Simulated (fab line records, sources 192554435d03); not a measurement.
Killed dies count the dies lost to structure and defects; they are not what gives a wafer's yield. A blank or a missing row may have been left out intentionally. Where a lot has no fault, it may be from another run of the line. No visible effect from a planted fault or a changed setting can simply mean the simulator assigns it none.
Matching of chambers || flow n5Finfet || 4 sister chambers for N5_BEOL_M13_ETCH_59 on rieDiel-06
The step etches BARC in N2/H2, target depth 89 nm, overetch 26.7 nm, time 67.9 s. 4 wafers are shown with their chamber, then 10 later ones without.

## WAFERS WITH THEIR CHAMBER
{"wafer": "L074.5", "chamber": 3, "throttleValvePct (%)": 18.36}
{"wafer": "L083.4", "chamber": 1, "throttleValvePct (%)": 17.75}
{"wafer": "L088.2", "chamber": 2, "throttleValvePct (%)": 17.74}
{"wafer": "L088.3", "chamber": 0, "throttleValvePct (%)": 17.48}

## WAFERS MISSING THEIR CHAMBER
{"wafer": "L088.5", "throttleValvePct (%)": 18.39}
{"wafer": "L090.1", "throttleValvePct (%)": 17.49}
{"wafer": "L090.4", "throttleValvePct (%)": 18.40}
{"wafer": "L090.5", "throttleValvePct (%)": 18.42}
{"wafer": "L092.3", "throttleValvePct (%)": 17.79}
{"wafer": "L092.4", "throttleValvePct (%)": 17.50}
{"wafer": "L092.6", "throttleValvePct (%)": 17.74}
{"wafer": "L095.2", "throttleValvePct (%)": 17.80}
{"wafer": "L095.3", "throttleValvePct (%)": 17.52}
{"wafer": "L095.4", "throttleValvePct (%)": 17.75}

## CHAMBER TAKEN BY EACH
{"wafer": "L088.5", "from the rows above": 3, "in truth": 3}
{"wafer": "L090.1", "from the rows above": 0, "in truth": 0}
{"wafer": "L090.4", "from the rows above": 3, "in truth": 3}
{"wafer": "L090.5", "from the rows above": 3, "in truth": 3}
{"wafer": "L092.3", "from the rows above": "can't be placed: 1 or 2", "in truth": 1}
{"wafer": "L092.4", "from the rows above": 0, "in truth": 0}
{"wafer": "L092.6", "from the rows above": "can't be placed: 2 or 1", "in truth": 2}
{"wafer": "L095.2", "from the rows above": "can't be placed: 1 or 2", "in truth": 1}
{"wafer": "L095.3", "from the rows above": 0, "in truth": 0}
{"wafer": "L095.4", "from the rows above": "can't be placed: 1 or 2", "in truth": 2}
Correct placement for 6 of the 10. Cannot be placed on the basis of these rows: 4; the candidates contain the true chamber in 4. Wrongly placed: 0.
How it was worked out, from the rows above alone: a wafer's distance from a chamber is the root of the sum, over the readings, of the square of ((its reading less the chamber's mean) divided by the reading's scatter). If the next closest chamber is less than 2 further off than the closest, the wafer can't be placed; otherwise it belongs to the closest. For every chamber, the mean is computed from those of its wafers that are shown. The scatter: with one shown wafer a chamber, the root of the mean of the squares of how far each hidden wafer lies from its nearest shown one.
